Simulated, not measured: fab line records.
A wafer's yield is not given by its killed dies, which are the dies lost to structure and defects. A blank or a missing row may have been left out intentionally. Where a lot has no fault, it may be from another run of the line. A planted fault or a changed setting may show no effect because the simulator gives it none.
Which of the tools did it?	flow nandHarc	30 wafers from 10 lots sampled at 6 of the route's 1159 steps

== WHAT THE GAUGES READ, wafer by wafer ==
NHARC_END_SORT_01.
lot	measured	on	killedAtArray
L472	day 24 00:08	prober-01	32 32

== WHICH TOOL RAN EACH LOT (tool, then ch and the chambers of the sampled wafers, then the start) ==
lot	NHARC_A_CHANNEL_HOLE_D1_ETCH_22	NHARC_A_CHANNEL_HOLE_D1_ETCH_25	NHARC_A_CHANNEL_HOLE_D1_ETCH_44	NHARC_A_CHANNEL_HOLE_D1_XSEM_31	NHARC_A_CHANNEL_FILL_D1_ALD_03
L455	harEtch-02 ch 0,1, day 8 08:58	harEtch-02 ch 0,1, day 8 11:00	rieDiel-09 ch 1,2,3, day 8 12:52	xsem-01 ch 0, day 8 13:44	aldSinBatch-02 ch 0, no start
L454	harEtch-01 ch 0,1, day 8 10:50	harEtch-01 ch 0,1, day 8 12:58	rieDiel-13 ch 0,2, day 8 14:30	xsem-02 ch 0, day 8 15:23	aldSinBatch-02 ch 0, no start
L457	harEtch-02 ch 0,1, day 8 16:26	harEtch-02 ch 0,1, day 8 18:31	rieDiel-11 ch 0,2, day 8 20:13	xsem-01 ch 0, day 8 21:07	aldSinBatch-01 ch 0, no start
L456	harEtch-02 ch 0,1, day 9 03:19	harEtch-02 ch 0,1, day 9 05:23	rieDiel-11 ch 0,1,3, day 9 07:05	xsem-02 ch 0, day 9 07:58	aldSinBatch-01 ch 0, no start
L460	harEtch-02 ch 0,1, day 9 12:39	harEtch-02 ch 0,1, day 9 14:44	rieDiel-13 ch 0,3, day 9 16:25	xsem-02 ch 0, day 9 17:19	aldSinBatch-03 ch 0, no start
L464	harEtch-01 ch 0,1, day 10 21:13	harEtch-01 ch 0,1, day 10 23:14	rieDiel-09 ch 0,2, day 11 01:05	xsem-01 ch 0, day 11 01:57	aldSinBatch-02 ch 0, no start
L469	harEtch-02 ch 1, day 12 04:07	harEtch-02 ch 1, day 12 06:10	rieDiel-09 ch 1,3, day 12 08:02	xsem-01 ch 0, day 12 09:02	aldSinBatch-01 ch 0, no start
L472	harEtch-02 ch 1, day 12 22:27	harEtch-02 ch 1, day 13 00:29	rieDiel-09 ch 0,2,3, day 13 02:19	xsem-01 ch 0, day 13 03:12	aldSinBatch-03 ch 0, day 24 00:08 or earlier
L473	harEtch-02 ch 0,1, day 13 07:40	harEtch-02 ch 0,1, day 13 09:41	rieDiel-11 ch 0,1,3, day 13 11:30	xsem-01 ch 0, day 13 12:25	aldSinBatch-02 ch 0, no start
L476	harEtch-02 ch 0,1, day 13 18:40	harEtch-02 ch 0,1, day 13 20:41	rieDiel-11 ch 1,2, day 13 22:31	xsem-01 ch 0, day 13 23:23	aldSinBatch-02 ch 0, no start
- NHARC_A_CHANNEL_HOLE_D1_ETCH_22: etches the open film in C4F8/O2/Ar, time 666.7 s, target depth 1600 nm.
- NHARC_A_CHANNEL_HOLE_D1_ETCH_25: etches the open film in C4F8/O2/Ar, time 1040.2 s, target depth 1500 nm.
- NHARC_A_CHANNEL_HOLE_D1_ETCH_44: etches the open film in CF4/O2, target depth 140 nm, overetch 14 nm, time 77 s.
- NHARC_A_CHANNEL_HOLE_D1_XSEM_31
- NHARC_A_CHANNEL_FILL_D1_ALD_03: deposits SiNx, target thk 6 nm, pulse time 60 s, ald cycles 58.

== THE ANSWER, worked out from the rows above alone ==
Rule: usual is defined by the lots themselves. Put in order of their means at a reading, lots are off if they are a third of the lots or fewer, leave a main group of 4 or more, and stand apart from it by a gap of 3 or more times the standard deviation of the main group's means; of several such gaps the widest counts. The tables above print the reading to a certain number of digits; a main group whose means all agree to those digits is not used. A lot without any number at a reading at which 4 lots or more have one is off too. The other lots that the step has rows for count as sound.
No lot is off on any of the readings shown, so nothing can be concluded from this.

== WHAT HAD BEEN PUT IN BY THE SIMULATOR ==
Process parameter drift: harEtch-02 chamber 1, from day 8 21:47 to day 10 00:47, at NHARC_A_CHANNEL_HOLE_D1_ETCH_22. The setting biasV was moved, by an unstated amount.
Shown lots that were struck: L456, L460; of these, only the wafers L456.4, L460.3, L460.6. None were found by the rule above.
